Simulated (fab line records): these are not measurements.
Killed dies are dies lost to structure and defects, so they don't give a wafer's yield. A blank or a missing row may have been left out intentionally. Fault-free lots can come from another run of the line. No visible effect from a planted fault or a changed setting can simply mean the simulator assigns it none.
Matching of chambers / flow n5Finfet / rieDiel-04 running N5_BEOL_M13_DESCUM_15: 4 sister chambers
The step chemistry O2, time 7.9 s. 24 wafers are shown with their chamber, then 12 later ones without.

== WAFERS, EACH WITH ITS CHAMBER ==
wafer=L076.3; chamber=3; showerheadPlenumPTorr (Torr)=2.07; drypumpMotorCurrentA (A)=5.8; throttleValvePct (%)=20.86
wafer=L076.4; chamber=3; showerheadPlenumPTorr (Torr)=2.07; drypumpMotorCurrentA (A)=5.8; throttleValvePct (%)=20.86
wafer=L076.5; chamber=1; showerheadPlenumPTorr (Torr)=2.04; drypumpMotorCurrentA (A)=5.7; throttleValvePct (%)=20.60
wafer=L074.2; chamber=0; showerheadPlenumPTorr (Torr)=2.04; drypumpMotorCurrentA (A)=5.8; throttleValvePct (%)=20.30
wafer=L074.3; chamber=2; showerheadPlenumPTorr (Torr)=1.98; drypumpMotorCurrentA (A)=5.5; throttleValvePct (%)=20.21
wafer=L074.4; chamber=1; showerheadPlenumPTorr (Torr)=2.03; drypumpMotorCurrentA (A)=5.7; throttleValvePct (%)=20.61
wafer=L079.3; chamber=2; showerheadPlenumPTorr (Torr)=1.98; drypumpMotorCurrentA (A)=5.5; throttleValvePct (%)=20.19
wafer=L079.4; chamber=0; showerheadPlenumPTorr (Torr)=2.04; drypumpMotorCurrentA (A)=5.8; throttleValvePct (%)=20.28
wafer=L079.6; chamber=2; showerheadPlenumPTorr (Torr)=1.98; drypumpMotorCurrentA (A)=5.5; throttleValvePct (%)=20.21
wafer=L083.1; chamber=2; showerheadPlenumPTorr (Torr)=1.98; drypumpMotorCurrentA (A)=5.5; throttleValvePct (%)=20.22
wafer=L083.2; chamber=0; showerheadPlenumPTorr (Torr)=2.04; drypumpMotorCurrentA (A)=5.8; throttleValvePct (%)=20.31
wafer=L083.6; chamber=0; showerheadPlenumPTorr (Torr)=2.04; drypumpMotorCurrentA (A)=5.8; throttleValvePct (%)=20.31
wafer=L086.2; chamber=3; showerheadPlenumPTorr (Torr)=2.07; drypumpMotorCurrentA (A)=5.8; throttleValvePct (%)=20.56
wafer=L086.3; chamber=1; showerheadPlenumPTorr (Torr)=2.03; drypumpMotorCurrentA (A)=5.7; throttleValvePct (%)=20.64
wafer=L086.4; chamber=0; showerheadPlenumPTorr (Torr)=2.04; drypumpMotorCurrentA (A)=5.8; throttleValvePct (%)=20.32
wafer=L084.2; chamber=3; showerheadPlenumPTorr (Torr)=2.07; drypumpMotorCurrentA (A)=5.9; throttleValvePct (%)=20.57
wafer=L084.4; chamber=0; showerheadPlenumPTorr (Torr)=2.04; drypumpMotorCurrentA (A)=5.8; throttleValvePct (%)=20.31
wafer=L084.5; chamber=2; showerheadPlenumPTorr (Torr)=1.98; drypumpMotorCurrentA (A)=5.5; throttleValvePct (%)=20.21
wafer=L087.3; chamber=2; showerheadPlenumPTorr (Torr)=1.98; drypumpMotorCurrentA (A)=5.5; throttleValvePct (%)=20.23
wafer=L087.4; chamber=0; showerheadPlenumPTorr (Torr)=2.04; drypumpMotorCurrentA (A)=5.8; throttleValvePct (%)=20.32
wafer=L087.5; chamber=0; showerheadPlenumPTorr (Torr)=2.04; drypumpMotorCurrentA (A)=5.8; throttleValvePct (%)=20.31
wafer=L085.1; chamber=1; showerheadPlenumPTorr (Torr)=2.03; drypumpMotorCurrentA (A)=5.7; throttleValvePct (%)=20.67
wafer=L085.3; chamber=0; showerheadPlenumPTorr (Torr)=2.04; drypumpMotorCurrentA (A)=5.8; throttleValvePct (%)=20.30
wafer=L085.6; chamber=0; showerheadPlenumPTorr (Torr)=2.04; drypumpMotorCurrentA (A)=5.8; throttleValvePct (%)=20.34

SIGNATURES (means of the wafers above)
reading=showerheadPlenumPTorr; chamber 0=2.0400; chamber 1=2.0325; chamber 2=1.9800; chamber 3=2.0700; scatter within a chamber=0.00194
reading=drypumpMotorCurrentA; chamber 0=5.800; chamber 1=5.700; chamber 2=5.500; chamber 3=5.825; scatter within a chamber=0.0194
reading=throttleValvePct; chamber 0=20.3100; chamber 1=20.6300; chamber 2=20.2117; chamber 3=20.7125; scatter within a chamber=0.0682
Rule: for a wafer and a chamber, the distance is found by dividing, reading by reading, the gap between the wafer's reading and the chamber's mean by the reading's scatter, squaring, summing and taking the root. The wafer belongs to the nearest chamber; if the next one is less than 2 further off, it can't be placed. The scatter: take each reading less its chamber's mean, square it, sum over the shown wafers, divide by the number of wafers less the number of chambers, and take the root.

== WAFERS MISSING THEIR CHAMBER ==
wafer=L088.3; showerheadPlenumPTorr (Torr)=2.04; drypumpMotorCurrentA (A)=5.8; throttleValvePct (%)=20.34
wafer=L088.5; showerheadPlenumPTorr (Torr)=2.06; drypumpMotorCurrentA (A)=5.9; throttleValvePct (%)=20.58
wafer=L088.6; showerheadPlenumPTorr (Torr)=2.04; drypumpMotorCurrentA (A)=5.8; throttleValvePct (%)=20.32
wafer=L094.2; showerheadPlenumPTorr (Torr)=2.04; drypumpMotorCurrentA (A)=5.8; throttleValvePct (%)=20.34
wafer=L094.3; showerheadPlenumPTorr (Torr)=1.97; drypumpMotorCurrentA (A)=5.5; throttleValvePct (%)=20.25
wafer=L094.6; showerheadPlenumPTorr (Torr)=2.02; drypumpMotorCurrentA (A)=5.7; throttleValvePct (%)=20.64
wafer=L090.1; showerheadPlenumPTorr (Torr)=2.02; drypumpMotorCurrentA (A)=5.8; throttleValvePct (%)=20.63
wafer=L090.2; showerheadPlenumPTorr (Torr)=2.03; drypumpMotorCurrentA (A)=5.8; throttleValvePct (%)=20.33
wafer=L090.6; showerheadPlenumPTorr (Torr)=2.03; drypumpMotorCurrentA (A)=5.8; throttleValvePct (%)=20.34
wafer=L096.1; showerheadPlenumPTorr (Torr)=1.97; drypumpMotorCurrentA (A)=5.5; throttleValvePct (%)=20.27
wafer=L096.2; showerheadPlenumPTorr (Torr)=2.06; drypumpMotorCurrentA (A)=5.8; throttleValvePct (%)=20.59
wafer=L096.4; showerheadPlenumPTorr (Torr)=2.02; drypumpMotorCurrentA (A)=5.7; throttleValvePct (%)=20.67

== EACH ONE'S CHAMBER ==
wafer=L088.3; from the rows above=0; in truth=0
wafer=L088.5; from the rows above=3; in truth=3
wafer=L088.6; from the rows above=0; in truth=0
wafer=L094.2; from the rows above=0; in truth=0
wafer=L094.3; from the rows above=2; in truth=2
wafer=L094.6; from the rows above=1; in truth=1
wafer=L090.1; from the rows above=1; in truth=1
wafer=L090.2; from the rows above=can't be placed: 0 or 1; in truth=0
wafer=L090.6; from the rows above=can't be placed: 0 or 1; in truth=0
wafer=L096.1; from the rows above=2; in truth=2
wafer=L096.2; from the rows above=3; in truth=3
wafer=L096.4; from the rows above=1; in truth=1
Correct placement for 10 of the 12. Not placeable from these rows: 2 (in 2, the candidates include the true chamber). Number placed wrongly: 0.
